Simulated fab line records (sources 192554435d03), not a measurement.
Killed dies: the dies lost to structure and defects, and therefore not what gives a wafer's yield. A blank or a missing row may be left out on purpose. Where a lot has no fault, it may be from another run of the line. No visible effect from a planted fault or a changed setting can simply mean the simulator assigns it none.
fab line records / flow n5Finfet
record lots=5 wafers=15 lastDay=16
route steps=1938 shown BEOL_M2@908 BEOL_M3@931 PASSIVATION@1936
lots with no fault: from the same line, run without faults
startH: hours from the record's opening day to when the first of the lot's shown wafers began / waitH: how many hours have passed since the lot's step before this one / " same as the row above / L1.1+2: one row covering several wafers at once / - either no value or no given start / * or withheld: withheld / < > ~ a bound
route shown NAME@n: names a module that has steps shown in the file, with the first one's number in the route / usual: mean/standard deviation of fault-free wafers / same: alike in all rows / chamber/n: place in a boat / sites: readings site by site / _std_site: how widely they spread, as a standard deviation / _edge_site: outer sites' mean less inner sites' / radiusMm: how far each site lies from the wafer's centre / mask NAME#n: copy n / behind: the last tool/chamber to shape the wafer / hold: cause of the lot's hold/its duration in hours/its outcome / device: the n, p or np transistor that did not switch / end of line: at the end of the route, the tests of the same wafers / a step given without rows: its recipe and nothing more / killed: dies lost to structure and defects at the first sort, not the wafer's yield / map: a wafer's dies, x killed, . not, _ none there
set.NAME: the run value of the setting; set.NAME@STEP: its run value at that earlier step / model.NAME: the simulator's own value behind a step, which no gauge read
lots seen at some steps along the route; tables by step, rows by wafer
## steps
# step N5_BEOL_M2_SPUTTER_81
# recipe material=Cu targetThkA=45 tempC=-20 chamberPressurePa=0.07 powerW=withheld timeS=8.29
# step N5_BEOL_M2_ANNEAL_82
# recipe tempC=400 timeS=240 ambient=vacuum
# step N5_BEOL_M2_SPUTTER_86
# recipe material=Cu targetThkA=45 tempC=-20 chamberPressurePa=0.07 powerW=withheld timeS=8.29
# step N5_BEOL_M2_ANNEAL_87
# recipe tempC=400 timeS=240 ambient=vacuum
# step N5_BEOL_M2_SPUTTER_88
# recipe material=Cu targetThkA=45 tempC=-20 chamberPressurePa=0.07 powerW=withheld timeS=8.29
# step N5_BEOL_M2_ANNEAL_89
# recipe tempC=400 timeS=240 ambient=vacuum
# step N5_BEOL_M2_SPUTTER_90
# recipe material=Cu targetThkA=45 tempC=-20 chamberPressurePa=0.07 powerW=withheld timeS=8.29
# step N5_BEOL_M2_ANNEAL_91
# recipe tempC=400 timeS=240 ambient=vacuum
# step N5_BEOL_M2_SPUTTER_92
# recipe material=Cu targetThkA=45 tempC=-20 chamberPressurePa=0.07 powerW=withheld timeS=8.29
# step N5_BEOL_M2_ANNEAL_93
# recipe tempC=400 timeS=240 ambient=vacuum
# step N5_BEOL_M2_SPUTTER_94
# recipe material=Cu targetThkA=45 tempC=-20 chamberPressurePa=0.07 powerW=withheld timeS=8.29
# step N5_BEOL_M2_ANNEAL_95
# recipe tempC=400 timeS=240 ambient=vacuum
# step N5_BEOL_M2_SPUTTER_96
# recipe material=Cu targetThkA=45 tempC=-20 chamberPressurePa=0.07 powerW=withheld timeS=8.29
# usual throttleValvePct=29.6/0.86
# same timeS=8.29
lot.wafer=L522.2 tool=pvdSputter-02 chamber=- startH=184.26 waitH=0.1 throttleValvePct=29.0
lot.wafer=L522.3 tool=pvdSputter-02 chamber=- startH=184.26 waitH=0.1 throttleValvePct=30.5
lot.wafer=L522.6 tool=pvdSputter-02 chamber=- startH=184.26 waitH=0.1 throttleValvePct=30.2
lot.wafer=L525.3 tool=pvdSputter-03 chamber=- startH=206.58 waitH=0.1 throttleValvePct=30.5
lot.wafer=L525.5 tool=pvdSputter-03 chamber=- startH=206.58 waitH=0.1 throttleValvePct=29.6
lot.wafer=L525.6 tool=pvdSputter-03 chamber=- startH=206.58 waitH=0.1 throttleValvePct=30.3
lot.wafer=L528.2 tool=pvdSputter-03 chamber=- startH=226.29 waitH=0.1 throttleValvePct=30.3
lot.wafer=L528.3 tool=pvdSputter-03 chamber=- startH=226.29 waitH=0.1 throttleValvePct=29.0
lot.wafer=L528.4 tool=pvdSputter-03 chamber=- startH=226.29 waitH=0.1 throttleValvePct=30.7
lot.wafer=L530.1 tool=pvdSputter-03 chamber=- startH=238.44 waitH=0.1 throttleValvePct=29.0
lot.wafer=L530.3 tool=pvdSputter-03 chamber=- startH=238.44 waitH=0.1 throttleValvePct=30.6
lot.wafer=L530.4 tool=pvdSputter-03 chamber=- startH=238.44 waitH=0.1 throttleValvePct=29.7
lot.wafer=L533.1 tool=pvdSputter-03 chamber=- startH=253.25 waitH=0.1 throttleValvePct=29.5
lot.wafer=L533.3 tool=pvdSputter-03 chamber=- startH=253.25 waitH=0.1 throttleValvePct=30.4
lot.wafer=L533.6 tool=pvdSputter-03 chamber=- startH=253.25 waitH=0.1 throttleValvePct=30.1
# step N5_BEOL_M2_ECD_50
# recipe material=Cu targetThkA=3000
# step N5_BEOL_M2_ANNEAL_51
# recipe tempC=225 timeS=90 ambient=N2
# step N5_BEOL_M2_CMP_52
# recipe stopOn=SiOC tOverpolishS=6.8 downForcePsi=1 platenRpm=50 clearingPlatenDownForcePsi=1.5 clearingPlatenRpm=50 postCmpClean=cuAlkaline targetThkNm=40 clearingPlatenPadVelocityMS=0.99484 padVelocityMS=0.99484
# step N5_BEOL_M2_PRE_CLEAN_60
# recipe gas=NH3/H2 timeS=15 tempC=* rfPowerW=300
# step N5_BEOL_M2_CO_CAP_55
# recipe material=Co targetThkA=20 tempC=200 precursor=CCTBA/H2 pressureTorr=30 timeS=102.1
# step N5_BEOL_M2_PRE_CLEAN_56
# recipe gas=NH3 timeS=15 tempC=withheld rfPowerW=300
# step N5_BEOL_M2_DEP_57
# recipe material=SiCN targetThkA=80 tempC=withheld precursor=3MS/NH3 pressureTorr=3 rfW=202 timeS=14
# step N5_BEOL_M3_ILD_DEP_00
# recipe material=SiOC targetThkA=790 tempC=350 precursor=DEMS/O2 pressureTorr=5 rfW=500 timeS=15.3
# step N5_BEOL_M3_PECVD_72
# recipe material=SiO2 targetThkA=160 tempC=400 precursor=TEOS/O2 pressureTorr=5.5 rfW=450 teosFlowSccm=53.8 gas=O2 flowSccm=3000 timeS=18
# step N5_BEOL_M3_HM_DEP_02
# recipe material=TiN targetThkA=200 tempC=25 chamberPressurePa=0.49996
# step N5_BEOL_M3_COAT_61
# recipe resist=SOC tempC=250 timeS=60 spinRpm=1500 resistThkNm=60
# step N5_BEOL_M3_COAT_62
# recipe resist=SiARC tempC=220 timeS=60 spinRpm=1500 resistThkNm=12
# step N5_BEOL_M3_COAT_73
# recipe resist=underlayer tempC=205 timeS=60 spinRpm=1500 resistThkNm=5
# step N5_BEOL_M3_COAT_05
# recipe resist=CAR-EUV spinRpm=1500 resistThkNm=30
# step N5_BEOL_M3_EBR_07
# recipe solvent=PGMEA ebrWidthMm=1.5
# step N5_BEOL_M3_SOFTBAKE_06
# recipe tempC=110 timeS=60 resist=CAR-EUV
# step N5_BEOL_M3_EXPOSE_08
# recipe maskId=M3 na=0.33 sourceShape=dipole sigmaInner=0.369 sigmaOuter=0.767 polarization=unpolarized doseMj=33
# step N5_BEOL_M3_PEB_09
# recipe pebTempC=100 pebTimeS=60 resist=CAR-EUV
# step N5_BEOL_M3_DEVELOP_10
# recipe developTimeS=30 developer=TMAH resist=CAR-EUV rinseLiquid=surfactantRinse dry=airSpin devTempC=23
# step N5_BEOL_M3_DESCUM_16
# recipe chemistry=O2 timeS=7 sourcePowerW=50 biasPowerW=20 pressureMtorr=20 rfFrequencyHz=2.712e+07 tempC=40 resist=CAR-EUV o2FlowSccm=225
# step N5_BEOL_M3_ETCH_74
# recipe chemistry=N2/H2 target=underlayer targetDepthA=65 maskMaterial=CAR-EUV timeS=5.2 ionEnergyEv=200 pressureMtorr=30 sourceW=840 biasW=150 n2FlowSccm=200 h2FlowSccm=200 ends=cleared
# step N5_BEOL_M3_ETCH_63
# recipe chemistry=CF4 target=SiARC targetDepthA=156 maskMaterial=CAR-EUV timeS=26 ionEnergyEv=80 pressureMtorr=40 sourceW=545 biasW=36 Ar_flow_sccm=100 cf4FlowSccm=100 ends=cleared
# step N5_PASSIVATION_PROBE_49
# usual defectLimitedYield=91.3/1.4 killed_at_M0_to_M3=32/9.5 killed_at_M4_up=14/5.2 killedAtContacts=13/5.7 killedAtFrontEnd=41/12 killedAtOther=3.5/2.6 killedDies=103/17 killedOnRim=14/4 killedOpen=68/14 killedShort=32/7 sort_bin_5_function=5.0/0.91 sort_bin_6_memory=3.3/0.7 sort_bin_8_speed=0.03/0.22 sortNPass=1076/17 sortYieldPct=91.2/1.4
# same grossDies=1180 killedAtBackSide=0 sort_bin_4_leakage[%]=0
lot.wafer=L528.2 tool=prober-01 chamber=- startH=355.56 waitH=0.1 defectLimitedYield[%]=79.3 killed_at_M0_to_M3=185 killed_at_M4_up=9 killedAtContacts=14 killedAtFrontEnd=35 killedAtOther=1 killedDies=244 killedOnRim=16 killedOpen=59 killedShort=39 sort_bin_5_function[%]=11.7 sort_bin_6_memory[%]=5.0 sort_bin_8_speed[%]=0 sortNPass=936 sortYieldPct[%]=79.3
lot.wafer=L528.3 tool=prober-01 chamber=- startH=355.61 waitH=0.1 defectLimitedYield[%]=79.6 killed_at_M0_to_M3=185 killed_at_M4_up=9 killedAtContacts=9 killedAtFrontEnd=33 killedAtOther=5 killedDies=241 killedOnRim=13 killedOpen=57 killedShort=28 sort_bin_5_function[%]=12.8 sort_bin_6_memory[%]=3.8 sort_bin_8_speed[%]=0 sortNPass=939 sortYieldPct[%]=79.6
lot.wafer=L528.4 tool=prober-01 chamber=- startH=355.66 waitH=0.2 defectLimitedYield[%]=80.6 killed_at_M0_to_M3=164 killed_at_M4_up=13 killedAtContacts=9 killedAtFrontEnd=41 killedAtOther=2 killedDies=229 killedOnRim=33 killedOpen=67 killedShort=38 sort_bin_5_function[%]=10.8 sort_bin_6_memory[%]=4.3 sort_bin_8_speed[%]=0 sortNPass=951 sortYieldPct[%]=80.6
lot.wafer=L530.1 tool=prober-01 chamber=- startH=358.73 waitH=0.0 defectLimitedYield[%]=78.9 killed_at_M0_to_M3=179 killed_at_M4_up=14 killedAtContacts=12 killedAtFrontEnd=43 killedAtOther=1 killedDies=249 killedOnRim=9 killedOpen=51 killedShort=37 sort_bin_5_function[%]=12.3 sort_bin_6_memory[%]=4.6 sort_bin_8_speed[%]=0 sortNPass=931 sortYieldPct[%]=78.9
lot.wafer=L530.3 tool=prober-01 chamber=- startH=358.83 waitH=0.1 defectLimitedYield[%]=81.7 killed_at_M0_to_M3=143 killed_at_M4_up=6 killedAtContacts=13 killedAtFrontEnd=51 killedAtOther=3 killedDies=216 killedOnRim=25 killedOpen=51 killedShort=42 sort_bin_5_function[%]=10.8 sort_bin_6_memory[%]=3.9 sort_bin_8_speed[%]=0 sortNPass=964 sortYieldPct[%]=81.7
lot.wafer=L530.4 tool=prober-01 chamber=- startH=358.88 waitH=0.2 defectLimitedYield[%]=83.3 killed_at_M0_to_M3=122 killed_at_M4_up=20 killedAtContacts=11 killedAtFrontEnd=44 killedAtOther=0 killedDies=197 killedOnRim=28 killedOpen=60 killedShort=30 sort_bin_5_function[%]=9.0 sort_bin_6_memory[%]=3.9 sort_bin_8_speed[%]=0 sortNPass=983 sortYieldPct[%]=83.3
lot.wafer=L533.1 tool=prober-01 chamber=- startH=373.19 waitH=0.0 defectLimitedYield[%]=84.8 killed_at_M0_to_M3=128 killed_at_M4_up=8 killedAtContacts=1 killedAtFrontEnd=31 killedAtOther=11 killedDies=179 killedOnRim=37 killedOpen=45 killedShort=22 sort_bin_5_function[%]=8.1 sort_bin_6_memory[%]=3.0 sort_bin_8_speed[%]=0 sortNPass=1001 sortYieldPct[%]=84.8
lot.wafer=L533.3 tool=prober-01 chamber=- startH=373.29 waitH=0.1 defectLimitedYield[%]=77.3 killed_at_M0_to_M3=185 killed_at_M4_up=14 killedAtContacts=20 killedAtFrontEnd=45 killedAtOther=4 killedDies=268 killedOnRim=13 killedOpen=86 killedShort=32 sort_bin_5_function[%]=14.7 sort_bin_6_memory[%]=4.2 sort_bin_8_speed[%]=0 sortNPass=912 sortYieldPct[%]=77.3
lot.wafer=L533.6 tool=prober-01 chamber=- startH=373.44 waitH=0.3 defectLimitedYield[%]=80.6 killed_at_M0_to_M3=176 killed_at_M4_up=11 killedAtContacts=8 killedAtFrontEnd=29 killedAtOther=5 killedDies=229 killedOnRim=9 killedOpen=46 killedShort=25 sort_bin_5_function[%]=12.8 sort_bin_6_memory[%]=2.9 sort_bin_8_speed[%]=0.17 sortNPass=949 sortYieldPct[%]=80.4
# killed by level:class
L528.2 BEOL_M2:unspecified=146 STI_FIN_REVEAL:geometricParticle:open=9 BEOL_M2:geometricParticle:open=8 MOL_CONTACT_COAG:geometricParticle:open=8 BEOL_M3:geometricParticle:short=7 BEOL_M3:geometricParticle:open=7 FIN_SAQP:geometricParticle:open=6 MOL_CONTACT_COAG:geometricParticle:short=6
L528.3 BEOL_M2:unspecified=155 STI_FIN_REVEAL:geometricParticle:open=10 MOL_CONTACT_COAG:geometricParticle:open=8 BEOL_M2:geometricParticle:open=7 FIN_SAQP:geometricParticle:open=6 FIN_SAQP:geometricParticle:short=6 BEOL_M3:geometricParticle:open=6 BEOL_M0_SAQP:geometricParticle:short=4
L528.4 BEOL_M2:unspecified=122 BEOL_M1:geometricParticle:open=11 FIN_SAQP:geometricParticle:open=10 BEOL_M2:geometricParticle:open=10 FIN_SAQP:geometricParticle:short=8 BEOL_M3:geometricParticle:open=6 MOL_CONTACT_COAG:geometricParticle:open=5 ILD0:geometricParticle:short=4
L530.1 BEOL_M2:unspecified=154 MOL_CONTACT_COAG:geometricParticle:open=11 FIN_SAQP:geometricParticle:open=8 FIN_SAQP:geometricParticle:short=7 BEOL_M0_SAQP:geometricParticle:short=7 HKMG_FIN:areaEtch=7 BEOL_M0_SAQP:geometricParticle:open=6 GATE_CUT:geometricParticle:open=4
L530.3 BEOL_M2:unspecified=122 FIN_SAQP:geometricParticle:short=10 GATE_CUT:geometricParticle:short=9 MOL_CONTACT_COAG:geometricParticle:open=9 FIN_SAQP:geometricParticle:open=7 ILD0:geometricParticle:open=6 BEOL_M0_SAQP:geometricParticle:short=5 DUMMY_GATE:geometricParticle:open=4
L530.4 BEOL_M2:unspecified=107 FIN_SAQP:geometricParticle:open=11 STI_FIN_REVEAL:geometricParticle:open=8 MOL_CONTACT_COAG:geometricParticle:open=8 BEOL_M0_SAQP:geometricParticle:open=6 FIN_SAQP:geometricParticle:short=5 DUMMY_GATE:geometricParticle:short=5 DUMMY_GATE:geometricParticle:open=5
L533.1 BEOL_M2:unspecified=104 STI_FIN_REVEAL:geometricParticle:open=7 HKMG_FIN:areaEtch=7 BEOL_M2:geometricParticle:open=6 MIM_TOP_ETCH:geometricParticle:short=5 FIN_SAQP:geometricParticle:open=4 BEOL_M0_SAQP:geometricParticle:short=4 BEOL_M1:geometricParticle:open=4
L533.3 BEOL_M2:unspecified=148 MOL_CONTACT_COAG:geometricParticle:open=17 FIN_SAQP:geometricParticle:open=14 FIN_SAQP:geometricParticle:short=10 BEOL_M0_SAQP:geometricParticle:open=9 BEOL_M0_SAQP:geometricParticle:short=8 BEOL_M2:geometricParticle:open=8 STI_FIN_REVEAL:geometricParticle:open=7
L533.6 BEOL_M2:unspecified=156 MOL_CONTACT_COAG:geometricParticle:open=7 BEOL_M2:geometricParticle:open=7 FIN_SAQP:geometricParticle:open=6 BEOL_M1:geometricParticle:open=6 STI_FIN_REVEAL:geometricParticle:open=5 FIN_SAQP:geometricParticle:short=4 GATE_CUT:geometricParticle:short=4
# map L528.2 (x killed, . not)
_________________.xx..x.x....________________
______________.............x..x._____________
___________..x.................x...__________
__________..........x........x......_________
________................x...........x._______
_______......x................x........______
______......x...x.........x......x......_____
_____.x...............x.......xx.........____
____....x.........x..x..........x.........___
___...x..........................x.x.x.x...__
___................x.............x.........__
__....x......x.............................._
__.x...x......x............x................_
_.....................x...............x......
_................x..x.x......x...............
_.......x..x.......xxxxxxxxx.................
_...x............xx.xxxxxx.....x....x..x..x..
_.........x....xxxxxxxxxxxxxxxx..............
_.........x....xxxxxxxxxxxxx.xxxx............
_..............xxxxxxxxxxxxxxxx.x.........x..
_...........x.x.xxxxxxxxxxxxx.........x......
__.x.........x.xxxxxxxxxxxxxxx.x......x...x._
__..x...x......xxxxxxxxxxxxxxx.......x......_
___............xxxxxxxxxxxxx....x.x........__
___............x.xxxxxxxxxxx.xx..x.........__
____....x.x.......xxxxxxxx.xx....x..x....x___
_____....x........x.xx.x.x.x........x...x____
______x...................x.......x..x.x_____
_______.x.x.x..x....x..................______
________.............x................_______
__________.........................._________
___________........................__________
______________.............x.x.._____________
_________________x...........________________
# map L530.1 (x killed, . not)
_________________............________________
______________.....x............_____________
___________........x...............__________
__________.....x.......x.x.........._________
________...x.....x...................._______
_______..x.xx............x.........x...______
______x...........x.....x...x........x.._____
_____....xx....................x..x......____
____...............x.x....................___
___.......x......x.........................__
___.............................x..x.x.....__
__............x......x......................_
__..............................x.........x._
_...........x.x.....x.xxx.x...........x...x..
_.....x.........x..x.x..x.x.x.x...x......x.x.
_x.xx.............xxxxxxxx.xx.xxx..x.........
_.....x.......x....xxxxxxxxxxxx.x.x..........
_..............xxx.xxxxxxxxxxx..xx.......x...
_x.x............x..xxxxxxxxxxxxx.....x...x...
_x..............xxxxxxxxxxxxxxxxx.x..x.......
_.........x.....xx.xxxxxxxxxxxxx.............
__x............x.xxxxxxxxxxxxxxxx..........._
__.....x..........xxxxxxxxxxxxx.x.x........._
___...........x.x..xxxxxxxxxxxxx.x.........__
___..............x.xxxxxxxxxx..............__
____...............xxxxxxxx.x.x...........___
_____........x.....x..x.x.xx.............____
______.....x......x..........x..x.....x._____
_______.........x.....xx............x..______
________.............................._______
__________x........................x_________
___________......x...x.............__________
______________......xx.........._____________
_________________..x.........________________
## key
firstSign step=N5_PASSIVATION_PROBE_49 reading=killed_at_M0_to_M3 direction=up sigmas=14 usual=32 struck=163
effect step=N5_PASSIVATION_PROBE_49 reading=defectLimitedYield direction=down sigmas=7.4 usual=91.3 struck=80.7
moreKillsBornAt N5_BEOL_M2_SPUTTER_96@pvdSputter-03=1214
metAt N5_BEOL_M2_SPUTTER_96
struckWafers L528.2,L528.3,L528.4,L530.1,L530.3,L530.4,L533.1,L533.3,L533.6
onsetBetween 206.58 226.29
alsoFits time
fault kind=chamberParticleSource tool=pvdSputter-03 chamber=- onsetH=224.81 steps=N5_BEOL_M2_SPUTTER_96 ratePerVisitCm2=1.648 endH=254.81
